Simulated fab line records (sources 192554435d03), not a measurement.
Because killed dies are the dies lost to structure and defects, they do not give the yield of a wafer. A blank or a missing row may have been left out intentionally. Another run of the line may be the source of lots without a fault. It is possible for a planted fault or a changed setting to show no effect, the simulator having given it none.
fab line records	flow n5_finfet
record lots=24	wafers=72	last_day=19
route steps=1938 shown BEOL_M4@1058
lots with no fault: from the same line, run without faults
start_h: hours from the record's first day to the start of the lot's first wafer shown	wait_h: hours since the lot's step before	" same as the row above	L1.1+2: one row covering several wafers at once	- no value, or no start given	* or withheld: withheld	< > ~ a bound
route shown NAME@n: NAME is a module with steps in the file, n the number in the route of the first one	usual: the fault-free wafers' mean and standard deviation	same: alike in all rows	chamber/n: place in a boat	sites: the reading at each site	_std_site: the standard deviation of these	_edge_site: outer sites' mean less inner sites'	radius_mm: how far each site lies from the wafer's centre	mask NAME#n: copy n	behind: the tool/chamber that last shaped the wafer	hold: the reason the lot was held/the length of the hold in hours/how it ended	device: the n, p or np transistor that did not switch	end of line: tests run on the same wafers once the route is complete	where a step has no rows: the recipe by itself	killed: at the first sort, the dies lost to defects and structure; wafer yield is something else	map: per-die view of a wafer (x killed, . not killed, _ where there is no die)
set.NAME: the setting that was run; set.NAME@STEP: the one run at that earlier step	model.NAME: the simulator's own value behind a step, which no gauge read
the route's steps for a sample of lots (tables are steps, rows are wafers)
services: a tool's chamber out of use, with start hour (start_h, from the record's first day; less than 0 if before it), hours out, and reason
## steps
# step N5_BEOL_M4_INSPECT_30
# recipe mode=adi	inspect_instrument=brightfield
# usual raw_defect_count=439/90
lot.wafer	tool	chamber	start_h	wait_h	raw_defect_count
L074.1	defect_inspect-02	-	150.55	0.1	544
L074.4	"	-	"	"	430
L074.6	"	-	"	"	317
L075.2	defect_inspect-01	-	165.60	0.0	559
L075.3	"	-	"	"	451
L075.5	"	-	"	"	477
L076.1	defect_inspect-02	-	192.75	0.1	418
L076.2	"	-	"	"	410
L076.4	"	-	"	"	431
L077.3	defect_inspect-01	-	201.05	0.0	413
L077.5	"	-	"	"	378
L077.6	"	-	"	"	443
L079.4	defect_inspect-02	-	202.10	0.0	401
L079.5	"	-	"	"	372
L079.6	"	-	"	"	429
L078.1	defect_inspect-01	-	203.72	0.1	605
L078.5	"	-	"	"	421
L078.6	"	-	"	"	398
L080.1	defect_inspect-01	-	209.02	0.1	441
L080.3	"	-	"	"	337
L080.6	"	-	"	"	573
L081.2	defect_inspect-02	-	211.07	0.0	514
L081.4	"	-	"	"	401
L081.5	"	-	"	"	501
L082.1	defect_inspect-02	-	214.40	0.1	428
L082.2	"	-	"	"	513
L082.4	"	-	"	"	327
L083.1	defect_inspect-01	-	220.88	0.1	343
L083.3	"	-	"	"	483
L083.5	"	-	"	"	442
L084.4	defect_inspect-02	-	231.64	0.0	459
L084.5	"	-	"	"	551
L084.6	"	-	"	"	562
L085.2	defect_inspect-02	-	233.17	0.0	583
L085.5	"	-	"	"	297
L085.6	"	-	"	"	572
L087.4	defect_inspect-01	-	234.06	0.0	410
L087.5	"	-	"	"	445
L087.6	"	-	"	"	386
L086.2	defect_inspect-02	-	235.28	0.0	420
L086.5	"	-	"	"	298
L086.6	"	-	"	"	291
L088.1	defect_inspect-01	-	259.29	0.1	323
L088.2	"	-	"	"	627
L088.4	"	-	"	"	464
L089.1	defect_inspect-02	-	266.71	0.1	413
L089.5	"	-	"	"	362
L089.6	"	-	"	"	400
L091.2	defect_inspect-02	-	271.66	0.0	575
L091.3	"	-	"	"	575
L091.6	"	-	"	"	527
L092.1	defect_inspect-02	-	286.33	0.1	549
L092.2	"	-	"	"	411
L092.3	"	-	"	"	380
L094.2	defect_inspect-01	-	286.52	0.0	329
L094.3	"	-	"	"	439
L094.4	"	-	"	"	381
L093.2	defect_inspect-01	-	292.96	0.0	456
L093.3	"	-	"	"	495
L093.4	"	-	"	"	500
L095.1	defect_inspect-02	-	306.51	0.1	292
L095.4	"	-	"	"	404
L095.5	"	-	"	"	423
L096.1	defect_inspect-01	-	306.89	0.1	502
L096.2	"	-	"	"	802
L096.4	"	-	"	"	696
L090.1	defect_inspect-01	-	309.82	0.1	304
L090.4	"	-	"	"	388
L090.6	"	-	"	"	321
L097.3	defect_inspect-02	-	311.36	0.0	619
L097.4	"	-	"	"	414
L097.5	"	-	"	"	478
# step N5_BEOL_M4_DESCUM_33
# recipe chemistry=O2	time_s=7	source_power_w=50	bias_power_w=20	pressure_mtorr=20	rf_frequency_hz=2.712e+07	temp_c=40	resist=CAR-EUV	o2_flow_sccm=225
# usual drypump_motor_current_A=5.8/0.37	oes_product_au=0.82/0.089	rf_vpp_V=242.9/1.7	showerhead_plenum_p_Torr=2.08/0.096	throttle_valve_pct=20.51/0.21
lot.wafer	tool	chamber	start_h	wait_h	drypump_motor_current_A	oes_product_au	rf_hours_counter_h	rf_vpp_V	showerhead_plenum_p_Torr	throttle_valve_pct
L074.1	rie_diel-04	0	150.62	0.1	6.1	0.92	19	244.7	2.21	20.56
L074.4	"	3	"	"	6.5	0.70	-	242.7	2.07	20.93
L074.6	"	0	"	"	6.1	0.92	-	245.1	2.21	20.56
L075.2	rie_diel-03	1	165.87	0.3	5.8	0.67	249	244.6	2.15	20.50
L075.3	"	2	"	"	5.6	0.72	172	243.7	2.10	20.48
L075.5	"	0	"	"	5.8	0.75	-	241.4	1.91	20.53
L076.1	rie_diel-05	1	192.79	0.0	5.5	0.87	51	243.6	2.14	20.72
L076.2	"	3	"	"	4.9	0.89	47	246.8	2.22	20.40
L076.4	"	2	"	"	5.9	0.74	160	242.0	1.91	20.67
L077.3	rie_diel-04	1	201.08	0.0	6.0	0.90	15	243.7	2.06	20.25
L077.5	"	0	"	"	6.1	0.87	-	244.4	2.20	20.59
L077.6	"	3	"	"	6.4	0.69	-	244.5	2.06	20.95
L079.4	rie_diel-03	1	202.15	0.0	5.8	0.99	-	244.2	2.14	20.10
L079.5	"	2	"	"	5.6	0.71	-	244.9	2.09	20.48
L079.6	"	0	"	"	5.7	0.74	-	241.3	1.91	20.57
L078.1	rie_diel-05	0	203.76	0.0	5.4	0.69	247	243.2	2.08	20.94
L078.5	"	2	"	"	5.8	0.74	-	239.8	1.91	20.68
L078.6	"	3	"	"	4.9	0.87	-	247.4	2.22	20.41
L080.1	rie_diel-04	1	209.14	0.1	6.0	0.89	18	242.4	2.06	20.26
L080.3	"	2	"	"	6.0	0.85	54	241.2	2.03	20.36
L080.6	"	1	"	"	6.0	0.89	-	241.3	2.06	20.25
L081.2	rie_diel-04	0	211.10	0.0	6.2	0.87	43	245.2	2.20	20.59
L081.4	"	2	"	"	6.0	0.86	55	242.0	2.03	20.35
L081.5	"	0	"	"	6.2	0.87	-	246.1	2.20	20.59
L082.1	rie_diel-04	0	214.50	0.1	6.2	0.87	44	244.7	2.20	20.60
L082.2	"	2	"	"	6.0	0.85	56	243.5	2.03	20.37
L082.4	"	3	"	"	6.4	0.68	243	242.1	2.06	20.96
L083.1	rie_diel-03	1	220.91	0.0	5.8	0.94	11	243.5	2.14	20.10
L083.3	"	0	"	"	5.7	0.73	183	240.1	1.90	20.58
L083.5	"	0	"	"	5.7	0.73	-	240.4	1.90	20.58
L084.4	rie_diel-04	1	231.74	0.1	6.0	0.89	25	241.7	2.05	20.27
L084.5	"	2	"	"	5.9	0.85	-	242.5	2.03	20.38
L084.6	"	1	"	"	6.0	0.89	-	241.8	2.05	20.26
L085.2	rie_diel-05	1	233.24	0.1	5.4	0.85	69	243.8	2.14	20.74
L085.5	"	1	"	"	5.5	0.85	-	242.2	2.14	20.74
L085.6	"	2	"	"	5.8	0.73	-	240.8	1.90	20.71
L087.4	rie_diel-03	2	234.09	0.0	5.6	0.71	195	242.5	2.09	20.50
L087.5	"	1	"	"	5.8	0.94	-	244.5	2.14	20.13
L087.6	"	2	"	"	5.6	0.71	-	243.3	2.09	20.50
L086.2	rie_diel-04	2	235.32	0.0	5.9	0.85	64	241.7	2.03	20.38
L086.5	"	1	"	"	6.0	0.88	-	242.9	2.05	20.26
L086.6	"	0	"	"	6.1	0.85	-	245.6	2.20	20.59
L088.1	rie_diel-05	1	259.33	0.0	5.5	0.84	79	242.3	2.13	20.77
L088.2	"	2	"	"	5.8	0.72	190	240.0	1.90	20.72
L088.4	"	0	"	"	5.4	0.96	6	242.8	2.08	20.44
L089.1	rie_diel-05	1	266.75	0.0	5.4	0.85	81	243.1	2.13	20.77
L089.5	"	3	"	"	4.9	0.85	-	244.6	2.21	20.46
L089.6	"	2	"	"	5.8	0.72	-	238.8	1.90	20.72
L091.2	rie_diel-03	0	271.70	0.0	5.8	0.72	199	239.7	1.90	20.60
L091.3	"	1	"	"	5.8	0.90	29	243.8	2.13	20.15
L091.6	"	3	"	"	5.5	0.91	-	244.0	2.16	20.34
L092.1	rie_diel-04	0	286.36	0.0	6.1	0.82	71	243.9	2.19	20.64
L092.2	"	1	"	"	6.0	0.85	46	242.5	2.05	20.28
L092.3	"	3	"	"	6.5	0.97	9	243.1	2.06	20.54
L094.2	rie_diel-05	2	286.56	0.0	5.8	0.71	199	239.9	1.90	20.73
L094.3	"	1	"	"	5.5	0.82	88	242.4	2.13	20.78
L094.4	"	0	"	"	5.4	0.93	14	242.1	2.07	20.47
L093.2	rie_diel-03	3	292.99	0.0	5.5	0.89	23	244.6	2.16	20.33
L093.3	"	2	"	"	5.6	0.69	215	242.2	2.08	20.53
L093.4	"	0	"	"	5.7	0.70	-	241.3	1.90	20.61
L095.1	rie_diel-05	2	306.54	0.0	5.8	0.71	204	239.5	1.89	20.75
L095.4	"	3	"	"	4.9	0.81	91	246.0	2.20	20.46
L095.5	"	3	"	"	4.9	0.83	-	244.2	2.20	20.46
L096.1	rie_diel-03	1	306.92	0.0	5.8	0.88	39	244.6	2.13	20.15
L096.2	"	0	"	"	5.7	0.70	212	240.8	1.89	20.61
L096.4	"	3	"	"	5.5	0.88	28	242.2	2.15	20.33
L090.1	rie_diel-03	3	309.85	0.0	5.5	0.88	30	243.2	2.15	20.36
L090.4	"	0	"	"	5.7	0.70	213	240.6	1.89	20.63
L090.6	"	2	"	"	5.6	0.68	-	241.7	2.08	20.55
L097.3	rie_diel-04	0	311.42	0.1	6.2	0.82	79	245.4	2.19	20.63
L097.4	"	3	"	"	6.5	0.95	17	241.1	2.05	20.54
L097.5	"	2	"	"	6.0	0.81	-	241.5	2.02	20.42
# step N5_BEOL_M4_DEGAS_44
# recipe ambient=vacuum	temp_c=250	time_s=60
# usual heater_power_w=330/33
lot.wafer	tool	chamber	start_h	wait_h	heater_power_w
L074.1	pvd_sputter-02	-	167.94	0.6	335
L074.4	"	-	"	"	287
L074.6	"	-	"	"	347
L075.2	pvd_sputter-02	-	188.35	0.6	340
L075.3	"	-	"	"	345
L075.5	"	-	"	"	294
L076.1	pvd_sputter-01	-	206.72	0.9	351
L076.2	"	-	"	"	316
L076.4	"	-	"	"	391
L077.3	pvd_sputter-02	-	210.30	0.2	347
L077.5	"	-	"	"	330
L077.6	"	-	"	"	343
L079.4	pvd_sputter-01	-	210.30	0.1	355
L079.5	"	-	"	"	352
L079.6	"	-	"	"	383
L078.1	pvd_sputter-01	-	226.64	0.4	381
L078.5	"	-	"	"	297
L078.6	"	-	"	"	315
L080.1	pvd_sputter-02	-	233.14	0.7	343
L080.3	"	-	"	"	284
L080.6	"	-	"	"	345
L081.2	pvd_sputter-03	-	233.15	0.6	352
L081.4	"	-	"	"	275
L081.5	"	-	"	"	358
L082.1	pvd_sputter-03	-	233.75	0.3	270
L082.2	"	-	"	"	360
L082.4	"	-	"	"	341
L083.1	pvd_sputter-01	-	236.88	0.1	381
L083.3	"	-	"	"	287
L083.5	"	-	"	"	326
L084.4	pvd_sputter-01	-	241.56	0.3	390
L084.5	"	-	"	"	394
L084.6	"	-	"	"	294
L085.2	pvd_sputter-02	-	241.88	0.3	289
L085.5	"	-	"	"	348
L085.6	"	-	"	"	324
L087.4	pvd_sputter-02	-	242.00	0.2	331
L087.5	"	-	"	"	346
L087.6	"	-	"	"	341
L086.2	pvd_sputter-02	-	262.19	0.6	351
L086.5	"	-	"	"	324
L086.6	"	-	"	"	290
L088.1	pvd_sputter-01	-	273.38	0.4	295
L088.2	"	-	"	"	396
L088.4	"	-	"	"	318
L089.1	pvd_sputter-02	-	276.64	0.3	351
L089.5	"	-	"	"	292
L089.6	"	-	"	"	352
L091.2	pvd_sputter-02	-	277.16	0.4	338
L091.3	"	-	"	"	350
L091.6	"	-	"	"	285
L092.1	pvd_sputter-03	-	301.13	0.3	345
L092.2	"	-	"	"	297
L092.3	"	-	"	"	355
L094.2	pvd_sputter-01	-	305.77	0.1	328
L094.3	"	-	"	"	286
L094.4	"	-	"	"	382
L090.1	pvd_sputter-01	-	311.15	0.1	319
L090.4	"	-	"	"	293
L090.6	"	-	"	"	323
L093.2	pvd_sputter-01	-	311.23	0.2	364
L093.3	"	-	"	"	321
L093.4	"	-	"	"	388
L095.1	pvd_sputter-01	-	314.95	0.1	380
L095.4	"	-	"	"	299
L095.5	"	-	"	"	319
L096.1	pvd_sputter-03	-	320.74	0.4	268
L096.2	"	-	"	"	290
L096.4	"	-	"	"	347
L097.3	pvd_sputter-01	-	337.01	0.5	383
L097.4	"	-	"	"	308
L097.5	"	-	"	"	356
# step N5_BEOL_M4_SPUTTER_90
# recipe material=Cu	target_thk_a=45	temp_c=-20	chamber_pressure_pa=0.07	power_w=withheld	time_s=8.29
# usual throttle_valve_pct=30.4/1.2
lot.wafer	tool	chamber	start_h	wait_h	throttle_valve_pct
L074.1	pvd_sputter-01	-	169.82	0.1	30.3
L074.4	"	-	"	"	30.9
L074.6	"	-	"	"	32.1
L075.2	pvd_sputter-02	-	190.31	0.1	29.4
L075.3	"	-	"	"	28.4
L075.5	"	-	"	"	31.0
L076.1	pvd_sputter-01	-	208.64	0.1	30.7
L076.2	"	-	"	"	32.2
L076.4	"	-	"	"	31.3
L077.3	pvd_sputter-03	-	212.13	0.1	30.0
L077.5	"	-	"	"	31.2
L077.6	"	-	"	"	30.9
L079.4	pvd_sputter-01	-	212.17	0.1	31.3
L079.5	"	-	"	"	30.7
L079.6	"	-	"	"	31.3
L078.1	pvd_sputter-01	-	228.56	0.1	31.2
L078.5	"	-	"	"	31.1
L078.6	"	-	"	"	31.9
L080.1	pvd_sputter-02	-	235.02	0.1	31.1
L080.3	"	-	"	"	28.6
L080.6	"	-	"	"	30.2
L081.2	pvd_sputter-03	-	235.40	0.1	27.9
L081.4	"	-	"	"	31.2
L081.5	"	-	"	"	27.9
L082.1	pvd_sputter-01	-	236.14	0.1	30.7
L082.2	"	-	"	"	30.8
L082.4	"	-	"	"	32.1
L083.1	pvd_sputter-03	-	238.82	0.1	31.0
L083.3	"	-	"	"	27.8
L083.5	"	-	"	"	28.0
L084.4	pvd_sputter-02	-	243.30	0.1	29.5
L084.5	"	-	"	"	30.9
L084.6	"	-	"	"	28.5
L085.2	pvd_sputter-01	-	243.76	0.1	30.9
L085.5	"	-	"	"	30.7
L085.6	"	-	"	"	31.4
L087.4	pvd_sputter-02	-	245.14	0.1	28.3
L087.5	"	-	"	"	30.5
L087.6	"	-	"	"	29.3
L086.2	pvd_sputter-02	-	263.99	0.1	30.1
L086.5	"	-	"	"	30.3
L086.6	"	-	"	"	28.9
L088.1	pvd_sputter-01	-	275.33	0.1	30.6
L088.2	"	-	"	"	31.2
L088.4	"	-	"	"	32.0
L089.1	pvd_sputter-02	-	278.38	0.1	30.8
L089.5	"	-	"	"	30.1
L089.6	"	-	"	"	28.7
L091.2	pvd_sputter-03	-	279.21	0.1	28.0
L091.3	"	-	"	"	30.7
L091.6	"	-	"	"	31.0
L092.1	pvd_sputter-03	-	304.33	0.1	30.3
L092.2	"	-	"	"	27.9
L092.3	"	-	"	"	31.1
L094.2	pvd_sputter-03	-	307.59	0.1	30.2
L094.3	"	-	"	"	27.9
L094.4	"	-	"	"	30.7
L090.1	pvd_sputter-02	-	312.83	0.1	30.8
L090.4	"	-	"	"	30.3
L090.6	"	-	"	"	31.0
L093.2	pvd_sputter-01	-	312.97	0.1	30.4
L093.3	"	-	"	"	30.8
L093.4	"	-	"	"	32.1
L095.1	pvd_sputter-01	-	316.62	0.1	30.7
L095.4	"	-	"	"	31.6
L095.5	"	-	"	"	30.6
L096.1	pvd_sputter-03	-	322.56	0.1	27.8
L096.2	"	-	"	"	30.7
L096.4	"	-	"	"	30.3
L097.3	pvd_sputter-02	-	338.85	0.1	30.8
L097.4	"	-	"	"	30.8
L097.5	"	-	"	"	29.5
# step N5_BEOL_M4_ANNEAL_93
# recipe temp_c=400	time_s=240	ambient=vacuum
# usual heater_power_w=823/84
lot.wafer	tool	chamber	start_h	wait_h	heater_power_w
L074.1	pvd_sputter-01	-	170.12	0.0	728
L074.4	"	-	"	"	786
L074.6	"	-	"	"	962
L075.2	pvd_sputter-02	-	190.61	0.0	704
L075.3	"	-	"	"	865
L075.5	"	-	"	"	858
L076.1	pvd_sputter-01	-	208.94	0.0	811
L076.2	"	-	"	"	984
L076.4	"	-	"	"	893
L077.3	pvd_sputter-03	-	212.43	0.0	738
L077.5	"	-	"	"	683
L077.6	"	-	"	"	852
L079.4	pvd_sputter-01	-	212.47	0.0	893
L079.5	"	-	"	"	789
L079.6	"	-	"	"	887
L078.1	pvd_sputter-01	-	228.86	0.0	886
L078.5	"	-	"	"	875
L078.6	"	-	"	"	981
L080.1	pvd_sputter-02	-	235.32	0.0	871
L080.3	"	-	"	"	869
L080.6	"	-	"	"	818
L081.2	pvd_sputter-03	-	235.70	0.0	905
L081.4	"	-	"	"	841
L081.5	"	-	"	"	879
L082.1	pvd_sputter-01	-	236.44	0.0	794
L082.2	"	-	"	"	725
L082.4	"	-	"	"	948
L083.1	pvd_sputter-03	-	239.12	0.0	660
L083.3	"	-	"	"	900
L083.5	"	-	"	"	909
L084.4	pvd_sputter-02	-	243.60	0.0	703
L084.5	"	-	"	"	902
L084.6	"	-	"	"	875
L085.2	pvd_sputter-01	-	244.06	0.0	784
L085.5	"	-	"	"	783
L085.6	"	-	"	"	879
L087.4	pvd_sputter-02	-	245.44	0.0	867
L087.5	"	-	"	"	867
L087.6	"	-	"	"	719
L086.2	pvd_sputter-02	-	264.29	0.0	818
L086.5	"	-	"	"	829
L086.6	"	-	"	"	850
L088.1	pvd_sputter-01	-	275.63	0.0	729
L088.2	"	-	"	"	872
L088.4	"	-	"	"	962
L089.1	pvd_sputter-02	-	278.68	0.0	870
L089.5	"	-	"	"	817
L089.6	"	-	"	"	857
L091.2	pvd_sputter-03	-	279.51	0.0	906
L091.3	"	-	"	"	831
L091.6	"	-	"	"	851
L092.1	pvd_sputter-03	-	304.63	0.0	739
L092.2	"	-	"	"	881
L092.3	"	-	"	"	688
L094.2	pvd_sputter-03	-	307.89	0.0	769
L094.3	"	-	"	"	911
L094.4	"	-	"	"	852
L090.1	pvd_sputter-02	-	313.13	0.0	886
L090.4	"	-	"	"	813
L090.6	"	-	"	"	856
L093.2	pvd_sputter-01	-	313.27	0.0	718
L093.3	"	-	"	"	783
L093.4	"	-	"	"	960
L095.1	pvd_sputter-01	-	316.92	0.0	793
L095.4	"	-	"	"	867
L095.5	"	-	"	"	732
L096.1	pvd_sputter-03	-	322.86	0.0	907
L096.2	"	-	"	"	844
L096.4	"	-	"	"	753
L097.3	pvd_sputter-02	-	339.15	0.0	876
L097.4	"	-	"	"	857
L097.5	"	-	"	"	724
# step N5_BEOL_M4_SPUTTER_94
# recipe material=Cu	target_thk_a=45	temp_c=-20	chamber_pressure_pa=0.07	power_w=withheld	time_s=8.29
# usual throttle_valve_pct=30.4/1.2
lot.wafer	tool	chamber	start_h	wait_h	throttle_valve_pct
L074.1	pvd_sputter-01	-	170.26	0.1	30.7
L074.4	"	-	"	"	30.7
L074.6	"	-	"	"	32.0
L075.2	pvd_sputter-02	-	190.75	0.1	29.4
L075.3	"	-	"	"	28.5
L075.5	"	-	"	"	30.8
L076.1	pvd_sputter-01	-	209.08	0.1	30.7
L076.2	"	-	"	"	32.0
L076.4	"	-	"	"	31.1
L077.3	pvd_sputter-03	-	212.57	0.1	30.1
L077.5	"	-	"	"	30.9
L077.6	"	-	"	"	30.8
L079.4	pvd_sputter-01	-	212.61	0.1	31.2
L079.5	"	-	"	"	31.1
L079.6	"	-	"	"	31.3
L078.1	pvd_sputter-01	-	229.00	0.1	31.4
L078.5	"	-	"	"	31.0
L078.6	"	-	"	"	32.3
L080.1	pvd_sputter-02	-	235.46	0.1	31.0
L080.3	"	-	"	"	28.6
L080.6	"	-	"	"	30.2
L081.2	pvd_sputter-03	-	235.84	0.1	28.1
L081.4	"	-	"	"	30.9
L081.5	"	-	"	"	27.7
L082.1	pvd_sputter-01	-	236.58	0.1	30.7
L082.2	"	-	"	"	30.7
L082.4	"	-	"	"	31.8
L083.1	pvd_sputter-03	-	239.26	0.1	31.1
L083.3	"	-	"	"	27.8
L083.5	"	-	"	"	28.0
L084.4	pvd_sputter-02	-	243.74	0.1	29.4
L084.5	"	-	"	"	31.0
L084.6	"	-	"	"	28.5
L085.2	pvd_sputter-01	-	244.20	0.1	30.9
L085.5	"	-	"	"	30.9
L085.6	"	-	"	"	31.0
L087.4	pvd_sputter-02	-	245.58	0.1	28.5
L087.5	"	-	"	"	30.9
L087.6	"	-	"	"	29.7
L086.2	pvd_sputter-02	-	264.43	0.1	30.3
L086.5	"	-	"	"	30.1
L086.6	"	-	"	"	28.3
L088.1	pvd_sputter-01	-	275.77	0.1	30.8
L088.2	"	-	"	"	31.2
L088.4	"	-	"	"	32.3
L089.1	pvd_sputter-02	-	278.82	0.1	30.8
L089.5	"	-	"	"	30.2
L089.6	"	-	"	"	28.5
L091.2	pvd_sputter-03	-	279.65	0.1	27.8
L091.3	"	-	"	"	30.9
L091.6	"	-	"	"	30.8
L092.1	pvd_sputter-03	-	304.77	0.1	30.1
L092.2	"	-	"	"	27.9
L092.3	"	-	"	"	30.8
L094.2	pvd_sputter-03	-	308.03	0.1	30.0
L094.3	"	-	"	"	28.0
L094.4	"	-	"	"	30.7
L090.1	pvd_sputter-02	-	313.27	0.1	31.1
L090.4	"	-	"	"	30.3
L090.6	"	-	"	"	31.2
L093.2	pvd_sputter-01	-	313.41	0.1	30.5
L093.3	"	-	"	"	31.0
L093.4	"	-	"	"	32.1
L095.1	pvd_sputter-01	-	317.06	0.1	30.6
L095.4	"	-	"	"	31.3
L095.5	"	-	"	"	30.8
L096.1	pvd_sputter-03	-	323.00	0.1	28.0
L096.2	"	-	"	"	31.0
L096.4	"	-	"	"	30.0
L097.3	pvd_sputter-02	-	339.29	0.1	30.9
L097.4	"	-	"	"	31.1
L097.5	"	-	"	"	29.5
## services
tool	chamber	start_h	hours	kind
rie_diel-03	0	133.02	5.2	repair
pvd_sputter-03	-	148.55	9.3	repair
rie_diel-04	1	150.11	-	clean
rie_diel-04	1	150.11	-	consumable_replace:focus_ring
rie_diel-04	1	150.11	11.2	scheduled_down
rie_diel-04	1	150.11	11.2	vent_cycle
rie_diel-04	3	151.07	9.0	repair
rie_diel-03	1	170.66	-	clean
rie_diel-03	1	170.66	-	consumable_replace:focus_ring
rie_diel-03	1	170.66	24.9	scheduled_down
rie_diel-03	1	170.66	24.9	vent_cycle
rie_diel-03	2	172.34	8.9	repair
rie_diel-03	3	201.91	-	clean
rie_diel-03	3	201.91	-	consumable_replace:focus_ring
rie_diel-03	3	201.91	19.4	scheduled_down
rie_diel-03	3	201.91	19.4	vent_cycle
rie_diel-04	3	232.80	-	clean
rie_diel-04	3	232.80	-	consumable_replace:focus_ring
rie_diel-04	3	232.80	26.5	scheduled_down
rie_diel-04	3	232.80	26.5	vent_cycle
rie_diel-05	0	275.61	2.2	repair
rie_diel-03	1	288.45	4.6	repair
rie_diel-04	3	291.79	3.6	repair
pvd_sputter-03	-	308.35	10.1	repair
## key
fault none
